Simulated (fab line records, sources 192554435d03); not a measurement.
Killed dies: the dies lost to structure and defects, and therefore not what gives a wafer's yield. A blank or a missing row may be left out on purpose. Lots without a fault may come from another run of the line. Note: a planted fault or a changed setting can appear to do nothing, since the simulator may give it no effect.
Comparing a struck lot with a sound one || flow n5_finfet || 41 steps out of a route of 1938
Sound: wafers L292.2, L292.5, L292.6. Struck: wafer L294.3 (L294.4, L294.6, from the same lot, were not struck and are left out); the cause is given at the end.
At each step with rows: each side's tool, then ch and its chambers, then its first start. Under that, the readings that differ: sound wafers || struck wafers || difference of the means || sigmas: that difference in standard deviations of wafers without a fault.
alike: words and numbers the same on both sides, and readings whose means are apart by under 2 such deviations; not compared: readings that were withheld, readings missing a value for some wafer, numbers with overlapping values and no deviation given by the record, and bounds like >300 which may hide the same value.
A row with sigmas, a row that says differs or no value, or rows on one side alone: a step with any of these is where the two part. Non-overlapping numbers with no deviation appear without sigmas and do not part them. Lack of a reading on every wafer of one side parts them only where that side has two or more wafers.

first, 11 steps without rows for these wafers: N5_HKMG_FIN_DESCUM_17 (chemistry O2, time 7.9 s); N5_HKMG_FIN_ETCH_31 (etches SiARC in CF4, target depth 45.5 nm, time 75.8 s); N5_HKMG_FIN_ETCH_32 (etches SOC in N2/H2, target depth 240 nm, time 300 s); N5_HKMG_FIN_STRIP_33 (strips in N2/H2); N5_HKMG_FIN_STRIP_34 (strips in CF4); N5_HKMG_FIN_ETCH_35 (etches SOC in N2/H2, target depth 215.8 nm, time 243.4 s); N5_HKMG_FIN_STRIP_92 (strips SOC in N2/H2, time 20 s); N5_HKMG_FIN_WET_ETCH_18 (etches TiN in SC1, time 55 s, target depth 5.2 nm, rinse time 30 s); N5_HKMG_FIN_STRIP_19 (strips in N2/H2, time 360 s); N5_HKMG_FIN_ALD_91 (deposits TiN, target thk 1 nm, pulse time 1 s, purge time 3 s); N5_HKMG_FIN_COAT_85 (time 60 s, resist thk 300 nm).
N5_HKMG_FIN_ETCH_86: etches SOC in N2/H2, stops on TiN, target depth 393.2 nm.
  sound on rie_diel-04 ch 0,1,2, day 6 04:01; struck on rie_diel-06 ch 0, day 6 20:12
{"reading": "rf_fwd_power_W (W)", "sound": "845.3 843.4 846.0", "struck": 1049.9, "difference": "+205.0", "sigmas": "+73"}
{"reading": "rf_vpp_V (V)", "sound": "239.3 239.6 241.3", "struck": 225.5, "difference": -14.6, "sigmas": -10}
{"reading": "model.SOC_of_HKMG_FIN_COAT_85.thk_nm (nm)", "sound": "16 19.6 21.4", "struck": 8.6, "difference": -10.4, "sigmas": ""}
{"reading": "model.TiN_of_HKMG_FIN_ALD_91.thk_nm (nm)", "sound": "1 1 1", "struck": 0, "difference": -1, "sigmas": ""}
  alike: drypump_motor_current_A, oes_product_au, showerhead_plenum_p_Torr, throttle_valve_pct
  not compared: rf_hours_counter_h
then, 27 steps without rows for these wafers: N5_HKMG_FIN_STRIP_89 (strips SOC in N2/H2, time 20 s); N5_HKMG_FIN_WET_ETCH_87 (etches TiN in SC1, time 154.2 s, target depth 4.7 nm, rinse time 30 s); N5_HKMG_FIN_STRIP_88 (strips in N2/H2, time 360 s); N5_HKMG_FIN_NWFM_ALD_20 (deposits TiAlC, target thk 2 nm, pulse time 3 s, purge time 2 s); N5_HKMG_FIN_ALD_71 (deposits TiN, target thk 1 nm, pulse time 1 s, purge time 3 s); N5_HKMG_FIN_COAT_66 (time 60 s, resist thk 300 nm); N5_HKMG_FIN_ETCH_67 (etches SOC in N2/H2, stops on TiN, target depth 388.9 nm); N5_HKMG_FIN_STRIP_90 (strips SOC in N2/H2, time 20 s); N5_HKMG_FIN_WET_ETCH_73 (etches the open film in SC1, time 42.3 s, target depth 1.3 nm, rinse time 30 s); N5_HKMG_FIN_ETCHBACK_68 (etches the open film in Cl2/Ar, stops on HfO2, target depth 0.5 nm); N5_HKMG_FIN_STRIP_69 (strips in N2/H2, time 360 s); N5_HKMG_FIN_ALD_21 (deposits TiN, target thk 1.5 nm, pulse time 1 s, purge time 3 s); N5_HKMG_FIN_ALD_72 (deposits W, target thk 2 nm, pulse time 1 s, purge time 2 s); N5_HKMG_FIN_W_FILL_22 (material W, target thk 60 nm, time 18.2 s); N5_HKMG_FIN_PRECLEAN_83 (cleans in DIW, time 57.5 s); N5_HKMG_FIN_SRD_84 (dry time 32 s); N5_HKMG_FIN_CMP_23 (polishes, stops on SiNx, t overpolish 10 s, target thk 46.326 nm); N5_HKMG_FIN_CMP_94 (polishes, stops on SiNx, t overpolish 4.7 s, target thk 43.299 nm); N5_GATE_CUT_ETCHBACK_00 (etches W in SF6/Cl2); N5_GATE_CUT_ETCH_56 (etches TiN in Cl2/Ar, target depth 21.6 nm); N5_GATE_CUT_ETCHBACK_30 (etches TiN in Cl2/Ar, target depth 3 nm); N5_GATE_CUT_VAPOR_ETCH_60 (etches HfO2 in BCl3/Cl2); N5_GATE_CUT_ETCH_58 (etches SiNx in CH3F/O2, target depth 17 nm, time 128.6 s); N5_GATE_CUT_STRIP_59 (strips in N2/H2, time 20 s); N5_GATE_CUT_PRECLEAN_31 (cleans in DIW, time 300 s); N5_GATE_CUT_SRD_32 (time 30 s); N5_GATE_CUT_SAC_CAP_01 (material SiNx, target thk 24 nm, pulse time 1 s, ald cycles 480).
N5_BEOL_M4_RC_MEAS_101:
  the record has rows for the sound wafers here (prober-02 ch 0, day 10 14:57) and none for the struck ones
-- a jump in the record: the struck wafers' starts before and after are 8 days apart (it breaks off in module BEOL_M4 and resumes in module PASSIVATION, where the first step shown is number 1936 of the route) --
N5_PASSIVATION_PROBE_49:
  record: rows for the struck wafers here (prober-01, day 15 03:25), none for the sound ones

== WHERE THEY PART ==
Earliest at N5_HKMG_FIN_ETCH_86; latest, in this record, at N5_PASSIVATION_PROBE_49.

WHY: what had been put in by the simulator
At N5_HKMG_FIN_ETCH_86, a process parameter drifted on rie_diel-06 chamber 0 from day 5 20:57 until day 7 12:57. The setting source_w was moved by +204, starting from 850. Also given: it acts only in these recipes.
